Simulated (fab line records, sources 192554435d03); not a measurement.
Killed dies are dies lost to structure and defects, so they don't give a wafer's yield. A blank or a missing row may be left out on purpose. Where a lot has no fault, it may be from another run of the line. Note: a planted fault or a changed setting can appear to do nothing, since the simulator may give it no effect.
8D (eight disciplines) problem report, filled in by code -- flow n5 finfet -- the parts of the form that need people (team, actions taken, sign-off) are left out

## 1. PROBLEM STATEMENT
At N5_BEOL_M5_COAT_59, spin speed rpm averages 1321.0 rpm over 6 wafers from 2 lots, while fault-free wafers read 1499.9 rpm, standard deviation 0.87. So: -99 or more standard deviations from the usual mean.
The step: time 60 s, resist thk 60 nm.
First seen on wafer L526.1, day 13 08:35, on litho track-02. The record has a number at this step for 36 wafers belonging to 13 lots. Rule for "out" (also "out of limits"): further than 4 standard deviations from the usual mean. The other wafers with a number count as sound.

## 2. WHAT IT IS; WHAT IT IS NOT
question,is,is not
which readings at this step,spin speed rpm,-
which lots,"L526, L528","L507, L508, L509, L510, L511, L512, L516, L518, L521, L522, L527"
which wafers of those lots,all that have a number,-
read on which tools,litho track-02,"litho track-01, litho track-03"
when,from day 13 08:35,up to then (27 sound wafers); but 3 sound wafers of L527 came after

## 3. THE SUSPECTS, EACH WITH WHAT RULES IT OUT
Counting: a tool stays on the suspect list if, at a process step up to the reading, it processed all lots that are out and no sound lot following the first of them.
- litho track-02 at N5_BEOL_M5_COAT_59 (time 60 s, resist thk 60 nm): kept. It ran every lot that is out, first L526 (day 13 08:35), and no sound lot after that; its last sound lot up to then is L516 (day 10 16:55). Its own readings are out on those wafers: spin speed rpm.
Remaining after the count: litho track-02 at N5_BEOL_M5_COAT_59.

## 4. THE CAUSE (what the simulator had put in)
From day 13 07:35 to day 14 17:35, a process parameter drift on litho track-02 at N5_BEOL_M5_COAT_59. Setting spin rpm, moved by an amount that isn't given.
Counting left only this tool.

## 5. THE CHAIN OF EFFECTS, in route order
Each row: a reading whose mean over the struck wafers that have a number lies more than 3 standard deviations from the usual. Readings are gone through only where the record gives a usual standard deviation; hours: the median, over the lots, of the time from a lot's start at the first step in this table giving one to that lot's start at this step; sigmas: the change measured in usual standard deviations.
hours,step,reading,usual,on struck wafers,change,sigmas
0,N5_BEOL_M5_COAT_59,spin speed rpm,1499.9 rpm,1321.0,-178.9,-99 or more
It contains these process steps:
- N5_BEOL_M5_COAT_59: time 60 s, resist thk 60 nm.

## 6. WHAT WOULD HAVE CAUGHT IT SOONER
In this record the first reading out of limits was taken at day 13 08:35, 1 hour after the fault began at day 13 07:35.
